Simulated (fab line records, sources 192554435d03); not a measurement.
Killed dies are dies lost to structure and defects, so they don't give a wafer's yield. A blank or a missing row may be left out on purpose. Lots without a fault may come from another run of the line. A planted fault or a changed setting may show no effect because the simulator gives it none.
fab line records | flow n5_finfet
record lots=7 wafers=21
route steps=1938 shown SD_EPI_P@301 HKMG_FIN@427 MOL_CONTACT_COAG@565
start_h: hours from the record's first day to the start of the lot's first wafer shown | wait_h: hours since the lot's step before | " the same as in the row above | L1.1+2: a row that stands for several wafers | - no value, or no start given | * or withheld: withheld | < > ~ a bound
route shown NAME@n: a module of which the file shows steps, and the number in the route of the first | usual: mean/standard deviation of fault-free wafers | same: alike in all rows | chamber/n: place in a boat | sites: the reading at each site | _std_site: their standard deviation | _edge_site: outer sites' mean less inner sites' | radius_mm: how far each site lies from the wafer's centre | mask NAME#n: copy n | behind: the tool/chamber that last shaped the wafer | hold: why the lot was held/for how many hours/how that ended | device: the transistor (n, p or np) that didn't switch | end of line: the same wafers' tests at the end of the route | a step without rows: its recipe alone | killed: dies lost to structure and defects at the first sort, not the wafer's yield | map: a wafer's dies, x killed, . not, _ none there
set.NAME: the setting as run; set.NAME@STEP: as run at that earlier step | model.NAME: the simulator's own value behind a step, which no gauge read
lots whose settings were changed on purpose; a table a step, a row a wafer
## steps
# step N5_SD_EPI_P_PEB_07
# recipe peb_temp_c=110 peb_time_s=60 resist=CAR-ArF-block
# columns lot.wafer tool chamber start_h wait_h set.peb_time_s
L076.1+5 litho_track-04 0 66.15 0.1 49.22
L076.2 " 0 " " 60
L080.3 litho_track-05 0 89.68 0.0 68.55
L080.5+6 " 0 " " 60
L088.2+5+6 litho_track-01 0 140.81 0.0 49.07
L089.2+5+6 litho_track-05 0 143.53 0.0 60
L092.1+3 litho_track-04 0 161.53 0.1 71.89
L092.4 " 0 " " 60
L095.1+6 litho_track-01 0 179.13 0.1 72.39
L095.4 " 0 " " 60
L097.2+3 litho_track-01 0 196.54 0.0 66.42
L097.6 " 0 " " 60
# step N5_SD_EPI_P_DEVELOP_08
# recipe develop_time_s=30 developer=TMAH resist=CAR-ArF-block dev_temp_c=23 rinse_liquid=diw dry=air_spin
# step N5_SD_EPI_P_DESCUM_14
# recipe chemistry=O2 time_s=7.9 source_power_w=50 bias_power_w=20 pressure_mtorr=20 rf_frequency_hz=2.712e+07 temp_c=40 resist=CAR-ArF-block o2_flow_sccm=225
# columns lot.wafer tool chamber start_h wait_h set.dose_mj@SD_EPI_P_EXPOSE_06 set.peb_time_s@SD_EPI_P_PEB_07 model.SD_EPI_P.cd_nm
L076.1 rie_diel-04 1 66.30 0.0 39.5 49.22 231
L076.2 " 0 " " 37.43 60 236
L076.5 " 2 " " 37.43 49.22 229.6
L080.3 rie_diel-05 3 89.84 0.0 38.31 68.55 242
L080.5 " 0 " " 39.5 60 239.2
L080.6 " 1 " " 39.5 60 240
L088.2 rie_diel-05 2 140.96 0.0 39.5 49.07 232
L088.5 " 3 " " 41.67 49.07 235
L088.6 " 2 " " 39.5 49.07 231.2
L089.2+5+6 rie_diel-05 3,0,1 143.68 0.0 39.5 60 240.6
L092.1 rie_diel-05 2 161.83 0.2 41.71 71.89 250.2
L092.3 " 1 " " 39.5 71.89 245.8
L092.4 " 3 " " 41.71 60 244.8
L095.1 rie_diel-05 1 179.46 0.2 42.24 72.39 251.2
L095.4 " 0 " " 39.5 60 239.8
L095.6 " 3 " " 42.24 72.39 250.4
L097.2 rie_diel-04 3 196.69 0.0 38.66 66.42 241.8
L097.3 " 2 " " 39.5 66.42 244.6
L097.6 " 3 " " 38.66 60 238.8
# step N5_SD_EPI_P_ETCH_36
# recipe chemistry=CF4 target=SiARC target_depth_a=455 mask_material=CAR-ArF-block time_s=75.8 ion_energy_ev=80 pressure_mtorr=40 source_w=545 bias_w=36 Ar_flow_sccm=100 cf4_flow_sccm=100 ends=cleared
# columns lot.wafer tool chamber start_h wait_h set.dose_mj@SD_EPI_P_EXPOSE_06 set.peb_time_s@SD_EPI_P_PEB_07 model.SD_EPI_P.cd_nm
L076.1 rie_diel-04 1 66.34 0.0 39.5 49.22 230.8
L076.2 " 0 " " 37.43 60 236
L076.5 " 2 " " 37.43 49.22 229.4
L080.3 rie_diel-05 3 89.87 0.0 38.31 68.55 242.2
L080.5 " 0 " " 39.5 60 239.2
L080.6 " 1 " " 39.5 60 239.6
L088.2 rie_diel-05 2 141.00 0.0 39.5 49.07 231.8
L088.5 " 3 " " 41.67 49.07 235
L088.6 " 2 " " 39.5 49.07 231
L089.2+6 rie_diel-05 3,1 143.72 0.0 39.5 60 240.8
L089.5 " 0 " " 39.5 60 240.4
L092.1 rie_diel-05 2 161.86 0.0 41.71 71.89 250
L092.3 " 1 " " 39.5 71.89 245.8
L092.4 " 3 " " 41.71 60 244.8
L095.1 rie_diel-05 1 179.50 0.0 42.24 72.39 251.4
L095.4 " 0 " " 39.5 60 239.8
L095.6 " 3 " " 42.24 72.39 250.6
L097.2 rie_diel-04 3 196.73 0.0 38.66 66.42 242
L097.3 " 2 " " 39.5 66.42 244.4
L097.6 " 3 " " 38.66 60 238.6
# step N5_HKMG_FIN_EXPOSE_09
# recipe mask_id=NWFM na=1.35 source_shape=conventional sigma_outer=0.8 polarization=unpolarized dose_mj=39.25
# columns lot.wafer tool chamber start_h wait_h mask set.dose_mj
L076.1+2+5 arfi_scanner-02 0 89.05 - NWFM#0 39.25
L080.3+5 arfi_scanner-03 0 113.38 - NWFM#0 36.79
L080.6 " 0 " " NWFM#0 39.25
L088.2+5 arfi_scanner-02 0 162.85 - NWFM#0 36.64
L088.6 " 0 " " NWFM#0 39.25
L089.2+5+6 arfi_scanner-02 0 165.48 - NWFM#0 39.25
L092.1+3 arfi_scanner-03 0 182.97 - NWFM#0 41.52
L092.4 " 0 " " NWFM#0 39.25
L095.1+4 arfi_scanner-03 0 200.72 - NWFM#0 39.25
L095.6 " 0 " " NWFM#0 42.04
L097.2+3+6 arfi_scanner-03 0 218.01 - NWFM#0 39.25
# step N5_HKMG_FIN_PEB_10
# recipe peb_temp_c=withheld peb_time_s=60 resist=CAR-ArF
# step N5_HKMG_FIN_DEVELOP_11
# recipe develop_time_s=30 developer=TMAH resist=CAR-ArF dev_temp_c=23 rinse_liquid=diw dry=air_spin
# step N5_HKMG_FIN_CD_MEAS_12
# recipe target_cd_nm=92.8 landing_energy_ev=500 detector=se_inlens
# usual cd_nm=93.3/0.61
# columns lot.wafer tool chamber start_h wait_h set.dose_mj@HKMG_FIN_EXPOSE_09 cd_nm
L076.1 cd_sem-01 0 89.17 - 39.25 94.4
L076.2 " 0 " " 39.25 94.4
L076.5 " 0 " " 39.25 93.7
L080.3 cd_sem-03 0 113.49 - 36.79 90.2
L080.5 " 0 " " 36.79 88.5
L080.6 " 0 " " 39.25 93.5
L088.2 cd_sem-03 0 162.97 - 36.64 88.3
L088.5 " 0 " " 36.64 88.3
L088.6 " 0 " " 39.25 92.7
L089.2 cd_sem-01 0 165.60 - 39.25 92.8
L089.5 " 0 " " 39.25 93.6
L089.6 " 0 " " 39.25 93.0
L092.1 cd_sem-03 0 183.10 - 41.52 97.1
L092.3 " 0 " " 41.52 96.8
L092.4 " 0 " " 39.25 93.3
L095.1 cd_sem-03 0 200.84 - 39.25 93.0
L095.4 " 0 " " 39.25 93.4
L095.6 " 0 " " 42.04 98.5
L097.2 cd_sem-01 0 218.13 - 39.25 92.4
L097.3 " 0 " " 39.25 93.5
L097.6 " 0 " " 39.25 92.9
# step N5_HKMG_FIN_ETCH_32
# recipe chemistry=N2/H2 target=SOC target_depth_a=2400 temp_c=40 time_s=300 ion_energy_ev=200 mask_material=SiARC pressure_mtorr=30 source_w=840 bias_w=150 n2_flow_sccm=200 h2_flow_sccm=200
# usual rf_vpp_V=524.0/2.7
# columns lot.wafer tool chamber start_h wait_h set.source_w rf_vpp_V model.etch.depth_nm model.HKMG_FIN.feature_depth_nm
L076.1 rie_diel-01 1 89.36 0.0 914.9 505.6 257 257
L076.2 " 0 " " 914.9 512.4 253 253
L076.5 " 1 " " 840 520.4 243.1 243.2
L080.3 rie_diel-01 2 113.67 0.0 931.2 507.6 253.7 253.6
L080.5 " 0 " " 931.2 508.8 254.9 254.8
L080.6 " 1 " " 840 520.6 239.2 239.2
L088.2 rie_diel-03 3 163.15 0.0 840 528.3 234.1 234
L088.5 " 1 " " 840 524.0 237.3 237.4
L088.6 " 2 " " 840 527.7 240.6 240.6
L089.2 rie_diel-03 1 165.80 0.0 840 526.2 240.3 240.2
L089.5 " 1 " " 840 526.2 236.1 236.2
L089.6 " 2 " " 840 528.0 240.5 240.6
L092.1 rie_diel-01 1 183.81 0.0 840 521.0 239.5 239.4
L092.3 " 0 " " 786.3 537.9 222.2 222.2
L092.4 " 2 " " 786.3 533.9 219.7 219.6
L095.1 rie_diel-01 0 201.02 0.0 840 524.7 235 235
L095.4 " 2 " " 793.7 534.1 222.7 222.8
L095.6 " 1 " " 793.7 530.3 230.1 230.2
L097.2 rie_diel-03 2 218.31 0.0 755.1 547.0 220.2 220.2
L097.3 " 1 " " 840 526.6 252.1 252
L097.6 " 2 " " 840 527.1 240.4 240.4
# step N5_MOL_CONTACT_COAG_COAT_76
# recipe resist=SiARC temp_c=220 time_s=60 spin_rpm=1500 resist_thk_nm=10
# columns lot.wafer tool chamber start_h wait_h set.spin_rpm model.SiARC_of_MOL_CONTACT_COAG_COAT_76.thk_nm
L076.1+5 litho_track-02 0 - - 1500 10
L076.2 " 0 " " 1433 10.2
L080.3+5+6 litho_track-02 0 - - 1500 10
L088.2+6 litho_track-03 0 - - 1625 9.6
L088.5 " 0 " " 1500 10
L089.2+5+6 litho_track-02 0 - - 1500 10
L092.1+3 litho_track-02 0 - - 1586 9.8
L092.4 " 0 " " 1500 10
L095.1+4+6 litho_track-03 0 - - 1500 10
L097.2 litho_track-05 0 - - 1411 10.2
L097.3+6 " 0 " " 1500 10
# step N5_MOL_CONTACT_COAG_COAT_78
# recipe resist=CAR-EUV spin_rpm=1500 resist_thk_nm=40
# columns lot.wafer tool chamber start_h wait_h set.spin_rpm model.CAR-EUV_of_MOL_CONTACT_COAG_COAT_78.thk_nm
L076.1 litho_track-02 0 - - 1500 40
L076.2+5 " 0 " " 1424 41
L080.3+6 litho_track-02 0 - - 1500 40
L080.5 " 0 " " 1500 39.8
L088.2 litho_track-03 0 - - 1417 41
L088.5 " 0 " " 1500 40
L088.6 " 0 " " 1417 41.2
L089.2 litho_track-02 0 - - 1500 40.2
L089.5+6 " 0 " " 1500 40
L092.1+3 litho_track-02 0 - - 1500 39.8
L092.4 " 0 " " 1500 40
L095.1 litho_track-03 0 - - 1406 41.2
L095.4+6 " 0 " " 1500 39.8
L097.2 litho_track-05 0 - - 1500 39.8
L097.3 " 0 " " 1500 40
L097.6 " 0 " " 1446 40.8
# step N5_MOL_CONTACT_COAG_EBR_80
# recipe solvent=PGMEA ebr_width_mm=1.5
# step N5_MOL_CONTACT_COAG_SOFTBAKE_79
# recipe temp_c=110 time_s=60 resist=CAR-EUV
# step N5_MOL_CONTACT_COAG_EXPOSE_81
# recipe mask_id=VG na=0.33 source_shape=annular sigma_inner=0.3 sigma_outer=0.7 polarization=unpolarized defocus_nm=0 dose_mj=59.5
# step N5_MOL_CONTACT_COAG_PEB_82
# recipe peb_temp_c=100 peb_time_s=60 resist=CAR-EUV
# step N5_MOL_CONTACT_COAG_DEVELOP_83
# recipe develop_time_s=30 developer=TMAH resist=CAR-EUV rinse_liquid=surfactant_rinse dry=air_spin dev_temp_c=23
# columns lot.wafer tool chamber start_h wait_h set.spin_rpm@MOL_CONTACT_COAG_COAT_78 model.CAR-EUV_of_MOL_CONTACT_COAG_COAT_78.thk_nm
L076.1 litho_track-02 0 - - 1500 39.6
L076.2+5 " 0 " " 1424 40.6
L080.3+5 litho_track-05 0 - - 1500 39.4
L080.6 " 0 " " 1500 39.6
L088.2 litho_track-03 0 - - 1417 40.6
L088.5 " 0 " " 1500 39.6
L088.6 " 0 " " 1417 40.8
L089.2+5 litho_track-02 0 - - 1500 39.6
L089.6 " 0 " " 1500 39.4
L092.1+3+4 litho_track-05 0 - - 1500 39.4
L095.1 litho_track-05 0 - - 1406 40.8
L095.4+6 " 0 " " 1500 39.4
L097.2+3 litho_track-03 0 - - 1500 39.4
L097.6 " 0 " " 1446 40.4
# step N5_MOL_CONTACT_COAG_DESCUM_88
# recipe chemistry=O2 time_s=7 source_power_w=50 bias_power_w=20 pressure_mtorr=20 rf_frequency_hz=2.712e+07 temp_c=40 resist=CAR-EUV o2_flow_sccm=225
# columns lot.wafer tool chamber start_h wait_h set.spin_rpm@MOL_CONTACT_COAG_COAT_78 model.CAR-EUV_of_MOL_CONTACT_COAG_COAT_78.thk_nm
L076.1 rie_diel-06 0 115.24 0.0 1500 36.2
L076.2 " 2 " " 1424 37
L076.5 " 1 " " 1424 37.2
L080.3+5+6 rie_diel-01 1,2,1 139.39 0.2 1500 36
L088.2+6 rie_diel-06 1,0 185.46 0.1 1417 37.2
L088.5 " 1 " " 1500 36.2
L089.2+5 rie_diel-01 2 189.01 0.1 1500 36.2
L089.6 " 1 " " 1500 36
L092.1+3+4 rie_diel-06 3,2,3 211.52 0.0 1500 36
L095.1 rie_diel-01 1 224.13 0.0 1406 37.2
L095.4 " 0 " " 1500 36
L095.6 " 1 " " 1500 35.8
L097.2+3 rie_diel-03 0,1 240.95 0.0 1500 36
L097.6 " 0 " " 1446 37
# step N5_MOL_CONTACT_COAG_ETCH_89
# recipe chemistry=N2/H2 target=underlayer target_depth_a=130 mask_material=CAR-EUV time_s=10.4 ion_energy_ev=200 pressure_mtorr=30 source_w=840 bias_w=150 n2_flow_sccm=200 h2_flow_sccm=200 ends=cleared
# step N5_MOL_CONTACT_COAG_ETCH_90
# recipe chemistry=CF4 target=SiARC target_depth_a=130 mask_material=CAR-EUV time_s=21.7 ion_energy_ev=80 pressure_mtorr=40 source_w=545 bias_w=36 Ar_flow_sccm=100 cf4_flow_sccm=100 ends=cleared
# columns lot.wafer tool chamber start_h wait_h set.spin_rpm@MOL_CONTACT_COAG_COAT_76 model.etch.depth_nm
L076.1 rie_diel-06 0 115.30 0.0 1500 10.01
L076.2 " 2 " " 1433 10.25
L076.5 " 1 " " 1500 10.05
L080.3 rie_diel-01 1 139.44 0.0 1500 9.976
L080.5 " 2 " " 1500 9.992
L080.6 " 1 " " 1500 9.98
L088.2 rie_diel-06 1 185.51 0.0 1625 9.568
L088.5 " 1 " " 1500 9.979
L088.6 " 0 " " 1625 9.58
L089.2 rie_diel-01 2 189.06 0.0 1500 10.03
L089.5 " 2 " " 1500 10.05
L089.6 " 1 " " 1500 10.04
L092.1 rie_diel-06 3 211.57 0.0 1586 9.711
L092.3 " 2 " " 1586 9.734
L092.4 " 3 " " 1500 10.01
L095.1 rie_diel-01 1 224.18 0.0 1500 10.02
L095.4+6 " 0,1 " " 1500 10.01
L097.2 rie_diel-03 0 241.00 0.0 1411 10.28
L097.3 " 1 " " 1500 10
L097.6 " 0 " " 1500 9.993
# step N5_MOL_CONTACT_COAG_ALD_131
# recipe material=SiO2 target_thk_a=50 temp_c=100 ald_precursor_family=BDEAS ald_co_reactant=O2-plasma pulse_time_s=1 co_reactant_pulse_time_s=1 purge_time_s=2 co_reactant_purge_time_s=2 ald_cycles=35 pressure_torr=2
# step N5_MOL_CONTACT_COAG_ETCHBACK_132
# recipe chemistry=CHF3 target=SiO2 target_depth_a=100 time_s=6.7 ion_energy_ev=200 pressure_mtorr=30 source_w=610 bias_w=170 Ar_flow_sccm=200 CHF3_flow_sccm=50
# columns lot.wafer tool chamber start_h wait_h set.spin_rpm@MOL_CONTACT_COAG_COAT_78 model.CAR-EUV_of_MOL_CONTACT_COAG_COAT_78.thk_nm
L076.1 rie_diel-06 0 115.82 0.3 1500 15.6
L076.2 " 2 " " 1424 16.4
L076.5 " 2 " " 1424 16.6
L080.3+6 rie_diel-06 2,0 139.70 0.1 1500 15.4
L080.5 " 3 " " 1500 15.2
L088.2 rie_diel-03 2 187.13 0.1 1417 16.8
L088.5 " 0 " " 1500 15.6
L088.6 " 3 " " 1417 17.2
L089.2+5 rie_diel-01 2 189.44 0.2 1500 15.6
L089.6 " 0 " " 1500 15.4
L092.1+3+4 rie_diel-06 2,1,3 211.83 0.1 1500 15.6
L095.1 rie_diel-01 1 224.90 0.1 1406 16.6
L095.4 " 2 " " 1500 15.4
L095.6 " 1 " " 1500 15.2
L097.2 rie_diel-03 0 241.30 0.1 1500 15.2
L097.3 " 2 " " 1500 15.4
L097.6 " 3 " " 1446 16.4
# step N5_MOL_CONTACT_COAG_VIA_ETCH_117
# recipe chemistry=C4F6/O2 target_depth_a=400 overetch_a=80 mask_material=SOC target=SiO2 bias_w=455 pressure_mtorr=10 time_s=26 source_w=325 Ar_flow_sccm=300 C4F6_flow_sccm=10 O2_flow_sccm=10 ion_energy_ev=575.3 ends=end_point
# usual rf_vpp_V=1593/21
# columns lot.wafer tool chamber start_h wait_h set.bias_w rf_vpp_V
L076.1 rie_diel-03 0 117.44 0.0 505.9 1726
L076.2 " 3 " " 505.9 1752
L076.5 " 3 " " 455 1619
L080.3 rie_diel-01 0 141.12 0.0 455 1601
L080.5 " 1 " " 455 1577
L080.6 " 0 " " 455 1601
L088.2 rie_diel-06 0 188.79 0.0 455 1614
L088.5 " 1 " " 477 1616
L088.6 " 0 " " 477 1673
L089.2 rie_diel-06 1 191.85 0.0 455 1559
L089.5 " 1 " " 455 1559
L089.6 " 0 " " 455 1614
L092.1 rie_diel-03 0 214.08 0.0 534.2 1796
L092.3 " 2 " " 455 1611
L092.4 " 3 " " 534.2 1820
L095.1 rie_diel-01 1 226.52 0.0 386.6 1395
L095.4 " 0 " " 455 1600
L095.6 " 1 " " 386.6 1393
L097.2 rie_diel-01 3 243.16 0.0 455 1592
L097.3 " 1 " " 455 1575
L097.6 " 0 " " 477.1 1657
# step N5_MOL_CONTACT_COAG_CVD_140
# recipe material=W target_thk_a=665 mode=selective_fill temp_c=300 time_s=215
# columns lot.wafer tool chamber start_h wait_h set.target_thk_a model.W_of_MOL_CONTACT_COAG_CVD_140.thk_nm
L076.1 cvd_w-02 0 117.93 0.1 665 66.4
L076.2 " 1 " " 715.3 69.2
L076.5 " 1 " " 665 64.4
L080.3 cvd_w-01 1 141.68 0.1 665 67
L080.5 " 0 " " 665 66.6
L080.6 " 1 " " 665 66.4
L088.2 cvd_w-02 0 189.27 0.1 705.9 71.4
L088.5 " 0 " " 705.9 70.8
L088.6 " 1 " " 665 66.2
L089.2 cvd_w-01 1 192.34 0.1 665 66.6
L089.5 " 1 " " 665 66
L089.6 " 0 " " 665 65.4
L092.1 cvd_w-01 0 214.56 0.1 665 65.8
L092.3 " 1 " " 665 64.2
L092.4 " 0 " " 665 65.6
L095.1 cvd_w-02 1 227.00 0.1 665 64.6
L095.4 " 1 " " 665 65
L095.6 " 1 " " 665 65.6
L097.2 cvd_w-02 1 243.64 0.1 665 66.2
L097.3 " 1 " " 665 65.6
L097.6 " 0 " " 665 67.2
## key
split step=N5_SD_EPI_P_PEB_07 setting=peb_time_s stated=60 by=wafer
response step=N5_SD_EPI_P_DESCUM_14 reading=model.SD_EPI_P.cd_nm slope=+0.321 per=1% together_with=dose_mj@SD_EPI_P_EXPOSE_06 explained=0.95
response step=N5_SD_EPI_P_ETCH_36 reading=model.SD_EPI_P.cd_nm slope=+0.33 per=1% together_with=dose_mj@SD_EPI_P_EXPOSE_06 explained=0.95
split step=N5_HKMG_FIN_EXPOSE_09 setting=dose_mj stated=39.25 by=wafer
response step=N5_HKMG_FIN_CD_MEAS_12 reading=cd_nm change=+0.679 per=1% r=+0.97
split step=N5_HKMG_FIN_ETCH_32 setting=source_w stated=840 by=wafer
response step=N5_HKMG_FIN_ETCH_32 reading=rf_vpp_V change=-1.56 per=1% r=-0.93
response step=N5_HKMG_FIN_ETCH_32 reading=model.etch.depth_nm change=+1.88 per=1% r=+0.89
response step=N5_HKMG_FIN_ETCH_32 reading=model.HKMG_FIN.feature_depth_nm change=+1.88 per=1% r=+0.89
split step=N5_MOL_CONTACT_COAG_COAT_76 setting=spin_rpm stated=1500 by=wafer
response step=N5_MOL_CONTACT_COAG_COAT_76 reading=model.SiARC_of_MOL_CONTACT_COAG_COAT_76.thk_nm change=-0.0417 per=1% r=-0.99
response step=N5_MOL_CONTACT_COAG_ETCH_90 reading=model.etch.depth_nm change=-0.0489 per=1% r=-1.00
split step=N5_MOL_CONTACT_COAG_COAT_78 setting=spin_rpm stated=1500 by=wafer
response step=N5_MOL_CONTACT_COAG_COAT_78 reading=model.CAR-EUV_of_MOL_CONTACT_COAG_COAT_78.thk_nm change=-0.213 per=1% r=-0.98
response step=N5_MOL_CONTACT_COAG_DEVELOP_83 reading=model.CAR-EUV_of_MOL_CONTACT_COAG_COAT_78.thk_nm change=-0.217 per=1% r=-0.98
response step=N5_MOL_CONTACT_COAG_DESCUM_88 reading=model.CAR-EUV_of_MOL_CONTACT_COAG_COAT_78.thk_nm change=-0.201 per=1% r=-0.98
response step=N5_MOL_CONTACT_COAG_ETCHBACK_132 reading=model.CAR-EUV_of_MOL_CONTACT_COAG_COAT_78.thk_nm change=-0.225 per=1% r=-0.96
split step=N5_MOL_CONTACT_COAG_VIA_ETCH_117 setting=bias_w stated=455 by=wafer
response step=N5_MOL_CONTACT_COAG_VIA_ETCH_117 reading=rf_vpp_V change=+12 per=1% r=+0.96
split step=N5_MOL_CONTACT_COAG_CVD_140 setting=target_thk_a stated=665 by=wafer
response step=N5_MOL_CONTACT_COAG_CVD_140 reading=model.W_of_MOL_CONTACT_COAG_CVD_140.thk_nm change=+0.62 per=1% r=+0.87
split outside_this_file step=N5_SD_EPI_P_EXPOSE_06 setting=dose_mj
# split outside_this_file: this setting was split too, and the file shows its column; the key of that split is in another file
